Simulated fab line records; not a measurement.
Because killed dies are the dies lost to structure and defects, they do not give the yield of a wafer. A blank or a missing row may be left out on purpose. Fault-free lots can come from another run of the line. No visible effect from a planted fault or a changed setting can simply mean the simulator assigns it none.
fab line records	flow n5_finfet	part 2 of 2: steps 18 to 25 of 25
record: lots: 5	wafers: 15	last_day: 16
route steps=1938 shown BEOL_M4@1028
lots that met no fault: taken from a fault-free run of the same line
start_h: hours from the record's first day to the start of the lot's first wafer shown	wait_h: hours since the lot's step before	" unchanged from the row above	L1.1+2: several wafers, shown together as one row	- no value, or no start given	* or withheld: withheld	< > ~ a bound
route shown NAME@n: names a module that has steps shown in the file, with the first one's number in the route	usual: mean/standard deviation taken from wafers without a fault	same: alike in all rows	chamber/n: place in a boat	sites: each site's reading	_std_site: how widely they spread, as a standard deviation	_edge_site: inner sites' mean taken away from outer sites' mean	radius_mm: how far each site lies from the wafer's centre	mask NAME#n: copy n	behind: the last tool/chamber to shape the wafer	hold: reason for holding the lot/hours on hold/outcome of the hold	device: which transistor (n, p or np) failed to switch	end of line: the tests these same wafers got at the end of their route	where a step has no rows: the recipe by itself	killed: at the first sort, the dies lost to defects and structure; wafer yield is something else	map: a wafer's dies, x killed, . not, _ none there
set.NAME: setting as actually run; set.NAME@STEP: the setting as run at that earlier step	model.NAME: the simulator's own value behind a step, which no gauge read
lots at some steps of the route; a table a step, a row a wafer
services: from which hour (start_h, from the record's first day; less than 0 if before it) a tool's chamber was out of use, for how many hours, and why
== steps ==
step: N5_BEOL_M4_STRIP_19
recipe: chemistry: O2	power_w: 400	temp_c: 40	pressure_mtorr: 30	rf_frequency_hz: 6e+07	bias_power_w: 0	overash_fraction: 0.2	o2_flow_sccm: 225
usual: chamber_pressure_mTorr: 29.999/0.027	drypump_motor_current_A: 5.7/0.34	oes_product_au: 0.82/0.095	rf_vpp_V: 3.6/0.46	showerhead_plenum_p_Torr: 2.10/0.074	throttle_valve_pct: 16.54/0.17
lot.wafer	tool	chamber	start_h	wait_h	chamber_pressure_mTorr	drypump_motor_current_A	oes_product_au	rf_hours_counter_h	rf_vpp_V	showerhead_plenum_p_Torr	throttle_valve_pct
L074.1	rie_diel-01	1	154.22	0.1	29.978	5.5	0.70	216	4.2	2.08	17.16
L074.4	"	2	"	"	30.009	5.8	0.89	-	4.2	2.06	16.27
L074.6	"	3	"	"	29.973	6.4	1.02	-	3.4	2.06	16.36
L078.2	rie_diel-06	0	174.79	0.1	29.988	5.3	0.84	52	3.3	2.23	16.55
L078.4	"	3	"	"	30.028	6.1	0.68	230	3.9	1.98	16.79
L078.6	"	3	"	"	30.014	6.1	0.69	-	4.1	1.99	16.80
L079.1	rie_diel-06	3	181.01	0.1	29.985	6.2	0.69	231	3.6	1.99	16.80
L079.2	"	0	"	"	29.993	5.3	0.83	54	2.9	2.23	16.57
L079.5	"	1	"	"	29.976	5.6	0.73	-	3.6	2.09	16.59
L087.1	rie_diel-06	2	248.81	0.1	30.007	5.7	0.89	40	4.4	2.04	16.42
L087.2	"	0	"	"	30.019	5.3	0.80	76	3.7	2.22	16.60
L087.4	"	1	"	"	29.977	5.6	0.72	-	3.6	2.08	16.62
L091.3	rie_diel-02	0	274.59	0.1	29.969	5.9	0.70	201	3.9	2.17	16.55
L091.5	"	1	"	"	29.984	5.8	0.84	-	3.4	2.04	16.46
L091.6	"	0	"	"	30.007	5.9	0.69	-	3.9	2.17	16.56
step: N5_BEOL_M4_CD_MEAS_18
recipe: pitch_nm: 36	target_cd_nm: 18
usual: cd_nm: 18.00/0.29
lot.wafer	tool	chamber	start_h	wait_h	cd_nm
L074.1	cd_sem-02	-	154.29	0.0	18.10
L074.4	"	-	"	"	18.02
L074.6	"	-	"	"	18.75
L078.2	cd_sem-02	-	174.86	0.1	17.55
L078.4	"	-	"	"	17.77
L078.6	"	-	"	"	18.16
L079.1	cd_sem-01	-	181.08	0.0	17.86
L079.2	"	-	"	"	17.99
L079.5	"	-	"	"	17.71
L087.1	cd_sem-03	-	248.88	0.0	17.96
L087.2	"	-	"	"	17.56
L087.4	"	-	"	"	18.53
L091.3	cd_sem-03	-	274.66	0.1	17.70
L091.5	"	-	"	"	18.23
L091.6	"	-	"	"	17.81
step: N5_BEOL_M4_COAT_67
recipe: resist: SOC	temp_c: 250	time_s: 60	spin_rpm: 1500	resist_thk_nm: 60
usual: heater_power_total_W: 500.0/1.9	resist_line_temp_C: 23.01/0.11
same: time_s: 60
lot.wafer	tool	chamber	start_h	wait_h	heater_power_total_W	resist_line_temp_C
L074.1	litho_track-05	0	154.33	0.0	498.1	22.79
L074.4	"	0	"	"	502.0	23.00
L074.6	"	0	"	"	500.5	22.87
L078.2	litho_track-04	0	174.90	0.0	502.5	22.89
L078.4	"	0	"	"	500.3	22.91
L078.6	"	0	"	"	500.1	22.67
L079.1	litho_track-04	0	181.12	0.0	499.5	22.95
L079.2	"	0	"	"	498.1	23.11
L079.5	"	0	"	"	498.3	23.05
L087.1	litho_track-03	0	248.92	0.0	498.0	22.98
L087.2	"	0	"	"	498.2	23.13
L087.4	"	0	"	"	503.1	23.22
L091.3	litho_track-04	0	274.69	0.0	498.0	23.04
L091.5	"	0	"	"	501.0	23.20
L091.6	"	0	"	"	497.9	23.15
step: N5_BEOL_M4_COAT_68
recipe: resist: SiARC	temp_c: 220	time_s: 60	spin_rpm: 1500	resist_thk_nm: 12
usual: heater_power_total_W: 427.6/2.1	resist_line_temp_C: 23.00/0.11
same: time_s: 60
lot.wafer	tool	chamber	start_h	wait_h	heater_power_total_W	resist_line_temp_C
L074.1	litho_track-05	0	-	-	425.1	23.01
L074.4	"	0	"	"	425.3	22.97
L074.6	"	0	"	"	426.5	23.12
L078.2	litho_track-04	0	-	-	425.5	23.05
L078.4	"	0	"	"	430.9	22.86
L078.6	"	0	"	"	425.1	22.97
L079.1	litho_track-04	0	-	-	426.9	23.08
L079.2	"	0	"	"	424.2	22.96
L079.5	"	0	"	"	427.9	22.90
L087.1	litho_track-03	0	-	-	429.4	23.12
L087.2	"	0	"	"	430.2	23.21
L087.4	"	0	"	"	429.7	23.18
L091.3	litho_track-04	0	-	-	424.3	22.89
L091.5	"	0	"	"	425.3	22.91
L091.6	"	0	"	"	428.3	22.99
step: N5_BEOL_M4_COAT_76
recipe: resist: underlayer	temp_c: 205	time_s: 60	spin_rpm: 1500	resist_thk_nm: 5
usual: heater_power_total_W: 391.5/1.3	resist_line_temp_C: 23.02/0.1
same: time_s: 60
lot.wafer	tool	chamber	start_h	wait_h	heater_power_total_W	resist_line_temp_C
L074.1	litho_track-05	0	-	-	393.1	23.00
L074.4	"	0	"	"	392.1	22.99
L074.6	"	0	"	"	392.0	22.86
L078.2	litho_track-04	0	-	-	389.9	23.22
L078.4	"	0	"	"	391.3	23.04
L078.6	"	0	"	"	391.4	23.10
L079.1	litho_track-04	0	-	-	392.8	23.09
L079.2	"	0	"	"	391.0	23.09
L079.5	"	0	"	"	390.7	22.97
L087.1	litho_track-03	0	-	-	392.9	23.09
L087.2	"	0	"	"	389.5	23.02
L087.4	"	0	"	"	389.8	23.12
L091.3	litho_track-04	0	-	-	390.1	22.92
L091.5	"	0	"	"	390.6	22.87
L091.6	"	0	"	"	392.9	22.92
step: N5_BEOL_M4_COAT_22
recipe: resist: CAR-EUV	spin_rpm: 1500	resist_thk_nm: 30
usual: resist_line_temp_C: 22.99/0.1
lot.wafer	tool	chamber	start_h	wait_h	resist_line_temp_C
L074.1	litho_track-05	0	-	-	22.83
L074.4	"	0	"	"	22.79
L074.6	"	0	"	"	22.79
L078.2	litho_track-04	0	-	-	22.87
L078.4	"	0	"	"	22.88
L078.6	"	0	"	"	22.79
L079.1	litho_track-04	0	-	-	23.03
L079.2	"	0	"	"	23.01
L079.5	"	0	"	"	23.00
L087.1	litho_track-03	0	-	-	23.10
L087.2	"	0	"	"	23.06
L087.4	"	0	"	"	22.96
L091.3	litho_track-04	0	-	-	22.94
L091.5	"	0	"	"	22.86
L091.6	"	0	"	"	22.87
step: N5_BEOL_M4_EBR_24
recipe: solvent: PGMEA	ebr_width_mm: 1.5
usual: resist_line_temp_C: 23.00/0.099
lot.wafer	tool	chamber	start_h	wait_h	resist_line_temp_C
L074.1	litho_track-05	0	-	-	22.84
L074.4	"	0	"	"	22.92
L074.6	"	0	"	"	23.08
L078.2	litho_track-04	0	-	-	23.09
L078.4	"	0	"	"	22.99
L078.6	"	0	"	"	22.99
L079.1	litho_track-04	0	-	-	22.92
L079.2	"	0	"	"	22.86
L079.5	"	0	"	"	22.79
L087.1	litho_track-03	0	-	-	23.00
L087.2	"	0	"	"	23.22
L087.4	"	0	"	"	22.87
L091.3	litho_track-04	0	-	-	23.08
L091.5	"	0	"	"	22.98
L091.6	"	0	"	"	23.12
step: N5_BEOL_M4_SOFTBAKE_23
recipe: temp_c: 110	time_s: 60	resist: CAR-EUV
usual: heater_power_total_W: 175.3/1.5	resist_line_temp_C: 23.02/0.11
same: time_s: 60
lot.wafer	tool	chamber	start_h	wait_h	heater_power_total_W	resist_line_temp_C
L074.1	litho_track-05	0	-	-	177.0	23.14
L074.4	"	0	"	"	177.6	23.07
L074.6	"	0	"	"	177.5	23.03
L078.2	litho_track-04	0	-	-	174.7	23.12
L078.4	"	0	"	"	173.1	23.05
L078.6	"	0	"	"	174.4	23.04
L079.1	litho_track-04	0	-	-	175.4	23.05
L079.2	"	0	"	"	173.1	22.92
L079.5	"	0	"	"	174.1	22.97
L087.1	litho_track-03	0	-	-	174.8	23.12
L087.2	"	0	"	"	174.8	23.05
L087.4	"	0	"	"	176.5	22.83
L091.3	litho_track-04	0	-	-	174.6	23.24
L091.5	"	0	"	"	174.8	23.28
L091.6	"	0	"	"	175.5	23.12
== services ==
tool	chamber	start_h	hours	kind
euv_scanner-01	-	132.06	0.6	repair
euv_scanner-01	-	133.57	2.2	repair
euv_scanner-01	-	141.54	1.0	pm
rie_metal-02	-	142.27	2.2	repair
rie_diel-01	0	154.18	-	clean
rie_diel-01	0	154.18	-	consumable_replace:focus_ring
rie_diel-01	0	154.18	33.0	scheduled_down
rie_diel-01	0	154.18	33.0	vent_cycle
euv_scanner-01	-	159.56	5.8	pm
rie_diel-06	1	164.44	9.9	repair
euv_scanner-02	-	165.34	1.0	pm
rie_metal-01	-	176.48	14.6	pm
rie_diel-01	3	177.60	5.2	repair
rie_diel-06	1	183.55	8.8	repair
euv_scanner-02	-	190.97	4.6	pm
euv_scanner-01	-	197.69	1.0	pm
rie_diel-02	0	212.15	22.1	repair
rie_diel-06	3	215.95	2.9	repair
euv_scanner-02	-	219.86	1.0	pm
euv_scanner-02	-	227.46	5.8	pm
rie_diel-01	1	240.61	-	clean
euv_scanner-01	-	244.49	0.6	repair
euv_scanner-01	-	251.63	4.6	pm
rie_metal-03	-	265.67	0.1	repair
